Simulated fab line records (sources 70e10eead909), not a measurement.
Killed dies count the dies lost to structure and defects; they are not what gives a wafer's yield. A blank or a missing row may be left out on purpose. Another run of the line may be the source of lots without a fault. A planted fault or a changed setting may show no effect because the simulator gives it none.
Which tool did it? ; flow nandHarc ; 14 lots, 39 wafers sampled, at 5 steps of a route of 1159

WHAT EACH GAUGE READ, for each wafer
NHARC_END_SORT_01. Usual: killedAtArray 28, standard deviation 11; killedAtOther 0.5, standard deviation 0.87; killedAtPeriphery 2.9, standard deviation 2.2; killedDies 32, standard deviation 11; killedOpen 3.2, standard deviation 1.9; killedShort 1.8, standard deviation 1.4.
lot;measured;on;killedAtArray;killedAtOther;killedAtPeriphery;killedDies;killedOpen;killedShort;flag
L130;day 22 03:39;prober-02;402 343;0 0;2 0;404 343;4 4;0 0;OFF
L127;day 22 05:19;prober-01;330;0;3;333;2;4;OFF

WHICH TOOL RAN EACH LOT (tool, then ch and the chambers of the sampled wafers, then the start)
lot;NHARC_A_CONTACT_DEP_24;NHARC_A_CONTACT_DEP_29;NHARC_A_CONTACT_ETCH_50;NHARC_A_CONTACT_ETCH_118
L118;pecvd-02 ch 0,1,2, day 15 11:01;pecvd-02 ch 1,2, day 15 15:28;rieDiel-10 ch 0,3, day 15 16:57;harCapEtch-01 ch 0,1, day 15 18:27
L119;pecvd-02 ch 0,1,2, day 16 07:40;pecvd-04 ch 0,1,2, day 16 10:44;rieDiel-10 ch 0,1,3, day 16 12:03;harCapEtch-03 ch 0,1, day 16 13:47
L121;pecvd-03 ch 0,1,2, day 16 15:28;pecvd-03 ch 0,1,2, day 16 18:20;rieDiel-10 ch 1,2,3, day 16 19:53;harCapEtch-02 ch 0,1, day 16 21:23
L122;pecvd-02 ch 0,1, day 16 19:16;pecvd-03 ch 1,2, day 16 22:39;rieDiel-03 ch 0,2,3, day 17 01:34;harCapEtch-02 ch 0,1, day 17 03:14
L126;pecvd-02 ch 1,2, day 17 10:14;pecvd-03 ch 0,1, day 17 13:04;rieDiel-10 ch 2,3, day 17 14:28;harCapEtch-03 ch 0,1, day 17 16:12
L123;pecvd-03 ch 0,2, day 17 13:35;pecvd-02 ch 0,2, day 17 17:56;rieDiel-03 ch 0,1, day 17 19:15;harCapEtch-02 ch 0,1, day 17 20:46
L124;pecvd-03 ch 0,1, day 17 20:11;pecvd-02 ch 0,1,2, day 18 01:06;rieDiel-03 ch 0,1,3, day 18 02:36;harCapEtch-03 ch 0,1, day 18 04:05
L125;pecvd-02 ch 0,1,2, day 18 05:01;pecvd-02 ch 0,2, day 18 08:02;rieDiel-10 ch 0,1,2, day 18 09:37;harCapEtch-03 ch 0,1, day 18 11:07
L130;pecvd-03 ch 0,1, day 18 20:39;pecvd-02 ch 0,1, day 18 23:28;rieDiel-10 ch 2,3, day 19 00:52;harCapEtch-02 ch 1, day 19 02:30
L127;pecvd-02 ch 1, day 19 00:55;pecvd-04 ch 2, day 19 04:00;rieDiel-10 ch 3, day 19 05:23;harCapEtch-03 ch 1, day 19 06:53
L137;pecvd-04 ch 0,1,2, day 20 15:33;pecvd-02 ch 0,1,2, day 20 18:27;rieDiel-12 ch 1,2,3, day 20 20:03;harCapEtch-03 ch 0,1, day 20 21:32
L140;pecvd-03 ch 0,2, day 21 22:25;pecvd-03 ch 0,2, day 22 01:11;rieDiel-12 ch 0,2, day 22 02:29;harCapEtch-01 ch 0,1, day 22 04:03
L139;pecvd-02 ch 0,1, day 21 22:54;pecvd-03 ch 0,1, day 22 01:44;rieDiel-12 ch 0,1,3, day 22 04:58;harCapEtch-03 ch 0,1, day 22 06:32
L141;pecvd-03 ch 0,1, day 22 02:33;pecvd-02 ch 0,2, day 22 06:08;rieDiel-10 ch 1,2,3, day 22 07:29;harCapEtch-02 ch 0,1, day 22 08:59
- NHARC_A_CONTACT_DEP_24: deposits SiO2, target thk 500 nm.
- NHARC_A_CONTACT_DEP_29: deposits SiON, target thk 70 nm.
- NHARC_A_CONTACT_ETCH_50: etches the open film in CF4/CHF3, target depth 84.7 nm, time 42.4 s.
- NHARC_A_CONTACT_ETCH_118: etches the open film in C4F8/O2/Ar, time 94 s, target depth 922 nm.

AS READ BY THE TOOLS THEMSELVES (means over the sampled wafers that have a number; for cases with no such wafer, the mark the record gives instead)
NHARC_A_CONTACT_DEP_24. Usual: chamberPressureTorr 6.503 Torr, standard deviation 0.014; heaterPowerW 549 W, standard deviation 98; throttleValvePct 16.1 %, standard deviation 0.48.
lot;tool;chamberPressureTorr (Torr);heaterPowerW (W);throttleValvePct (%);flag
L118;pecvd-02;6.508;520;15.8;
L119;pecvd-02;6.492;545;15.7;
L121;pecvd-03;6.493;550;16.4;
L122;pecvd-02;6.505;529;16.1;
L126;pecvd-02;6.496;572;15.9;
L123;pecvd-03;6.513;467;16.4;
L124;pecvd-03;6.505;519;16.4;
L125;pecvd-02;6.496;531;15.9;
L130;pecvd-03;6.499;502;16.5;
L127;pecvd-02;6.496;567;16.2;
L137;pecvd-04;6.501;603;15.8;
L140;pecvd-03;6.509;470;16.1;
L139;pecvd-02;6.501;542;16.3;
L141;pecvd-03;6.503;501;16.1;

NHARC_A_CONTACT_DEP_29. Usual: chamberPressureTorr 3.500 Torr, standard deviation 0.0077; heaterPowerW 731 W, standard deviation 84.
lot;tool;chamberPressureTorr (Torr);heaterPowerW (W);flag
L118;pecvd-02;3.500;778;
L119;pecvd-04;3.500;740;
L121;pecvd-03;3.495;716;
L122;pecvd-03;3.496;796;
L126;pecvd-03;3.497;813;
L123;pecvd-02;3.503;682;
L124;pecvd-02;3.498;678;
L125;pecvd-02;3.498;676;
L130;pecvd-02;3.495;748;
L127;pecvd-04;3.495;644;
L137;pecvd-02;3.502;715;
L140;pecvd-03;3.498;774;
L139;pecvd-03;3.499;818;
L141;pecvd-02;3.499;626;

NHARC_A_CONTACT_ETCH_50. Usual: drypumpMotorCurrentA 5.6 A, standard deviation 0.57; oesProductAu 0.963 a.u., standard deviation 0.028; rfVppV 369.5 V, standard deviation 2; showerheadPlenumPTorr 1.54 Torr, standard deviation 0.055; throttleValvePct 16.801 %, standard deviation 0.0097.
lot;tool;drypumpMotorCurrentA (A);oesProductAu (a.u.);rfVppV (V);showerheadPlenumPTorr (Torr);throttleValvePct (%);flag
L118;rieDiel-10;5.5;0.908;369.6;1.53;16.802;
L119;rieDiel-10;5.8;0.971;370.3;1.55;16.803;
L121;rieDiel-10;5.8;0.997;369.2;1.50;16.804;
L122;rieDiel-03;5.4;0.937;370.6;1.57;16.797;
L126;rieDiel-10;5.4;0.969;366.5;1.47;16.806;
L123;rieDiel-03;5.0;0.975;370.4;1.58;16.807;
L124;rieDiel-03;5.4;0.951;371.0;1.56;16.803;
L125;rieDiel-10;5.8;0.966;369.2;1.54;16.792;
L130;rieDiel-10;5.4;0.838;366.9;1.48;16.807;OFF
L127;rieDiel-10;5.5;0.830;369.2;1.49;16.795;OFF
L137;rieDiel-12;5.8;0.921;370.2;1.57;16.809;
L140;rieDiel-12;5.9;0.916;371.5;1.62;16.814;
L139;rieDiel-12;5.6;0.925;370.6;1.56;16.811;
L141;rieDiel-10;5.8;0.949;367.2;1.49;16.800;

THE ANSWER, worked out from the rows above alone
Rule: take the mean of a lot's wafers that have a number; if it is more than 3 standard deviations from the usual mean, the lot is off. A lot without any number at a reading at which 4 lots or more have one is off too. The other lots that the step has rows for count as sound. Order of review: gauges by route order, followed by the tools' own readings, for which a lot's mean as printed above is used. The first step at which some lot is off is used, and at that step the reading that is off furthest; a lot without a number counts as furthest.
Off, at NHARC_END_SORT_01 on killedAtArray: L130, L127. Neither off nor sound, because the step has no rows for them: L118, L119, L121, L122, L126, L123, L124, L125, L137, L140, L139, L141.
If a tool, at a process step before that reading, ran all the lots that are off and no sound lot after the first of them, it fits. The gauges at NHARC_END_SORT_01 aren't tried: what is off there is off at NHARC_A_CONTACT_ETCH_50 too, on other tools, and a gauge's error can't cause that. One candidate fits, namely rieDiel-10 at NHARC_A_CONTACT_ETCH_50. It ran no sound lot before its first lot that is off in this sample, so the start can't be narrowed down.

WHAT THE SIMULATOR HAD INSERTED
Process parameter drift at NHARC_A_CONTACT_ETCH_50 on rieDiel-10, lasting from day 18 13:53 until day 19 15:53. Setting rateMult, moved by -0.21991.
Struck lots among those shown: L130, L127. The rule above reached the same finding.
